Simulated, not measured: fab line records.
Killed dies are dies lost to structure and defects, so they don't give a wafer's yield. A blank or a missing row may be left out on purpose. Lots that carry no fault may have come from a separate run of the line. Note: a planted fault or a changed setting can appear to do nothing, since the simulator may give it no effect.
Chamber matching :: flow n5Finfet :: rieSi-02 running N5_BEOL_M0_SAQP_MANDREL1_REMOVE_100: 4 sister chambers
The step chemistry HBr/Cl2/O2, target a-Si, stops on SiNx, bt time 10 s. 4 wafers are shown with their chamber, then 7 later ones without.

== WAFERS, EACH WITH ITS CHAMBER ==
wafer: L078.1
chamber: 3
throttleValvePct (%): 36.9

wafer: L079.1
chamber: 2
throttleValvePct (%): 36.6

wafer: L080.1
chamber: 1
throttleValvePct (%): 36.5

wafer: L080.4
chamber: 0
throttleValvePct (%): 36.6

== WAFERS WHOSE CHAMBER IS MISSING ==
wafer: L080.6
throttleValvePct (%): 36.4

wafer: L089.2
throttleValvePct (%): 36.6

wafer: L089.3
throttleValvePct (%): 36.9

wafer: L089.6
throttleValvePct (%): 36.4

wafer: L096.2
throttleValvePct (%): 36.9

wafer: L096.4
throttleValvePct (%): 36.6

wafer: L096.5
throttleValvePct (%): 36.6

== EACH ONE'S CHAMBER ==
wafer: L080.6
from the rows above: can't be placed: 1 or 0 or 2
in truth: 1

wafer: L089.2
from the rows above: can't be placed: 0 or 2 or 1
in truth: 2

wafer: L089.3
from the rows above: 3
in truth: 3

wafer: L089.6
from the rows above: can't be placed: 1 or 0 or 2
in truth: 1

wafer: L096.2
from the rows above: 3
in truth: 3

wafer: L096.4
from the rows above: can't be placed: 0 or 2 or 1
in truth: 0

wafer: L096.5
from the rows above: can't be placed: 0 or 2 or 1
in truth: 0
Correctly placed: 2 of 7. Unplaceable from these rows: 5, with the true chamber sitting among the candidates in 5. Number placed wrongly: 0.
How it was worked out, from the rows above alone: a wafer's distance from a chamber is the root of the sum, over the readings, of the square of ((its reading less the chamber's mean) divided by the reading's scatter). If the next closest chamber is less than 2 further off than the closest, the wafer can't be placed; otherwise it belongs to the closest. The mean given for a chamber averages the wafers shown for that chamber. The scatter: root of mean squared gap, hidden wafer to nearest shown wafer, with one shown wafer a chamber.
